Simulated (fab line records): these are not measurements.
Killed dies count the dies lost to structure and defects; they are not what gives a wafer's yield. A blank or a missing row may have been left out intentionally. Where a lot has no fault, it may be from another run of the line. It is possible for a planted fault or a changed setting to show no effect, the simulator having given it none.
Which tool is to blame?    flow nandHarc    33 wafers from 11 lots sampled at 4 of the route's 1159 steps

== WHAT EACH GAUGE READ, for each wafer ==
NHARC_P_M0_CD_MEAS_09: target cd 90 nm.
lot   measured      on        cdNm (nm)
L587  day 6 09:31   cdSem-02  90.7 90.3 89.8
L588  day 6 14:36   cdSem-01  90.1 91.8 90.3
L589  day 6 23:37   cdSem-03  89.4 90.4 89.1
L592  day 7 06:22   cdSem-01  90.8 90.0 90.9
L594  day 8 04:13   cdSem-03  90.3 90.6 89.3
L595  day 8 08:01   cdSem-02  89.8 90.0 89.5
L599  day 9 09:17   cdSem-01  89.5 90.4 90.7
L602  day 10 07:58  cdSem-01  90.4 89.5 89.0
L604  day 10 15:53  cdSem-02  97.4 97.6 96.9
L606  day 11 00:38  cdSem-01  97.5 96.4 97.9
L607  day 11 06:22  cdSem-01  90.6 89.9 90.4

== EACH LOT AND THE TOOL THAT RAN IT (in order: tool; ch and the chambers of the sampled wafers; start) ==
lot   NHARC_P_CONTACT_ETCH_18                       NHARC_P_CONTACT_DEGAS_38     NHARC_P_M0_PEB_07
L587  rieDiel-12 ch 1,2,3, day 6 01:02 or earlier   pvdSputter-02, day 6 01:02   lithoTrack-04 ch 0, day 6 09:26
L588  rieDiel-02 ch 0,1,3, day 6 07:44 or earlier   pvdSputter-01, day 6 07:44   lithoTrack-06 ch 0, day 6 14:31
L589  rieDiel-02 ch 0,1,2, day 6 18:49 or earlier   pvdSputter-02, day 6 18:49   lithoTrack-01 ch 0, day 6 23:32
L592  rieDiel-12 ch 0,1,3, day 7 02:14 or earlier   pvdSputter-03, day 7 02:14   lithoTrack-01 ch 0, day 7 06:17
L594  rieDiel-12 ch 0,2, day 7 19:07 or earlier     pvdSputter-03, day 7 19:07   lithoTrack-04 ch 0, day 8 04:08
L595  rieDiel-02 ch 0,1,2, day 8 05:29 or earlier   pvdSputter-01, day 8 05:29   lithoTrack-04 ch 0, day 8 07:56
L599  rieDiel-12 ch 0,3, day 9 06:52 or earlier     pvdSputter-02, day 9 06:52   lithoTrack-04 ch 0, day 9 09:11
L602  rieDiel-02 ch 2,3, day 9 22:45 or earlier     pvdSputter-03, day 9 22:45   lithoTrack-04 ch 0, day 10 07:53
L604  rieDiel-05 ch 0,1, day 10 10:47 or earlier    pvdSputter-01, day 10 10:47  lithoTrack-04 ch 0, day 10 15:48
L606  rieDiel-05 ch 0,1,3, day 10 22:02 or earlier  pvdSputter-03, day 10 22:02  lithoTrack-04 ch 0, day 11 00:34
L607  rieDiel-12 ch 1,2,3, day 11 03:57 or earlier  pvdSputter-01, day 11 03:57  lithoTrack-06 ch 0, day 11 06:16
- NHARC_P_CONTACT_ETCH_18: etches the open film in C4F8/O2/Ar, target depth 481 nm, time 240.5 s.
- NHARC_P_CONTACT_DEGAS_38: time 60 s.
- NHARC_P_M0_PEB_07: peb time 65 s.

== THE ANSWER, worked out from the rows above alone ==
Rule: what is usual is taken from the lots themselves. The widest of any qualifying gaps counts: lots, ordered by their means at a reading, are off when they make up no more than a third of the lots, leave a main group of 4 or more, and stand apart from it by 3 or more times the standard deviation of that group's means. A main group is skipped when, at the precision printed for the reading in the tables above, its means are all equal. Also off: a lot with no number at a reading for which 4 or more lots have one. Any other lot the step has rows for is counted as sound.
Off: L604, L606, at NHARC_P_M0_CD_MEAS_09 (cdNm). Mean 90.1 nm and standard deviation 0.37 in the main group.
If a tool, at a process step before that reading, ran all the lots that are off and no sound lot after the first of them, it fits. The gauges at NHARC_P_M0_CD_MEAS_09 are tried like those tools. Because NHARC_P_CONTACT_ETCH_18 lacks a start for some lots, the hours and order of its lots are taken from NHARC_P_CONTACT_DEGAS_38. 2 tools fit, rieDiel-05 at NHARC_P_CONTACT_ETCH_18 and lithoTrack-04 at NHARC_P_M0_PEB_07, so this cannot tell which one it is.

== WHAT WAS PUT IN BY THE SIMULATOR ==
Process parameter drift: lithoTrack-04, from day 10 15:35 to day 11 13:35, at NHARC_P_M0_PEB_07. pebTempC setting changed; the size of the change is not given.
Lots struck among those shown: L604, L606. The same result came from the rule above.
